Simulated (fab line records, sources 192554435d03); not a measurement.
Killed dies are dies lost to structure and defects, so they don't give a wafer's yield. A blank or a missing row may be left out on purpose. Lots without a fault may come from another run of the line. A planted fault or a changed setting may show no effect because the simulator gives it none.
Chamber matching | flow n5_finfet | N5_DUMMY_GATE_STRIP_41 on rie_diel-04: 4 sister chambers
The step strips in O2. 18 wafers are shown with their chamber, then 9 later ones without.

WAFERS WITH THEIR CHAMBER
wafer  | chamber | showerhead_plenum_p_Torr (Torr) | drypump_motor_current_A (A) | oes_product_au (a.u.)
L080.1 | 3       | 2.07                            | 6.0                         | 0.94
L080.3 | 2       | 2.09                            | 6.0                         | 0.73
L080.4 | 0       | 2.09                            | 5.5                         | 0.74
L083.3 | 1       | 2.04                            | 5.4                         | 0.83
L083.4 | 2       | 2.09                            | 6.0                         | 0.72
L083.5 | 1       | 2.04                            | 5.4                         | 0.83
L087.1 | 2       | 2.09                            | 5.9                         | 0.71
L087.2 | 1       | 2.04                            | 5.4                         | 0.83
L087.5 | 1       | 2.04                            | 5.4                         | 0.82
L089.3 | 3       | 2.07                            | 6.0                         | 0.92
L089.4 | 0       | 2.08                            | 5.5                         | 0.72
L089.6 | 1       | 2.04                            | 5.4                         | 0.82
L090.2 | 0       | 2.08                            | 5.5                         | 0.72
L090.4 | 3       | 2.07                            | 6.0                         | 0.91
L090.5 | 1       | 2.04                            | 5.4                         | 0.83
L091.3 | 0       | 2.08                            | 5.5                         | 0.72
L091.5 | 3       | 2.07                            | 6.1                         | 0.90
L091.6 | 2       | 2.09                            | 6.0                         | 0.71

SIGNATURES (means of the wafers above)
reading                  | chamber 0 | chamber 1 | chamber 2 | chamber 3 | scatter within a chamber
showerhead_plenum_p_Torr | 2.0825    | 2.0400    | 2.0900    | 2.0700    | 0.00231
drypump_motor_current_A  | 5.500     | 5.400     | 5.975     | 6.025     | 0.0327
oes_product_au           | 0.7250    | 0.8267    | 0.7175    | 0.9175    | 0.0106
Rule: a wafer's distance from a chamber is the root of the sum, over the readings, of the square of ((its reading less the chamber's mean) divided by the reading's scatter). The wafer belongs to the nearest chamber; if the next one is less than 2 further off, it can't be placed. The scatter: the root of (the sum of the squares of (reading less its chamber's mean) over the shown wafers, divided by (wafers less chambers)).

WAFERS WITHOUT THEIR CHAMBER
wafer  | showerhead_plenum_p_Torr (Torr) | drypump_motor_current_A (A) | oes_product_au (a.u.)
L093.3 | 2.07                            | 6.1                         | 0.90
L093.4 | 2.03                            | 5.4                         | 0.81
L093.6 | 2.08                            | 5.5                         | 0.72
L096.1 | 2.06                            | 6.1                         | 0.90
L096.2 | 2.08                            | 5.5                         | 0.71
L096.3 | 2.09                            | 6.0                         | 0.70
L096.4 | 2.03                            | 5.4                         | 0.80
L096.5 | 2.09                            | 6.0                         | 0.71
L096.6 | 2.03                            | 5.4                         | 0.81

WHICH CHAMBER EACH WENT THROUGH
wafer  | from the rows above | in truth
L093.3 | 3                   | 3
L093.4 | 1                   | 1
L093.6 | 0                   | 0
L096.1 | 3                   | 3
L096.2 | 0                   | 0
L096.3 | 2                   | 2
L096.4 | 1                   | 1
L096.5 | 2                   | 2
L096.6 | 1                   | 1
Placed correctly: 9 of 9. Can't be placed from these rows: 0. Placed wrongly: 0.
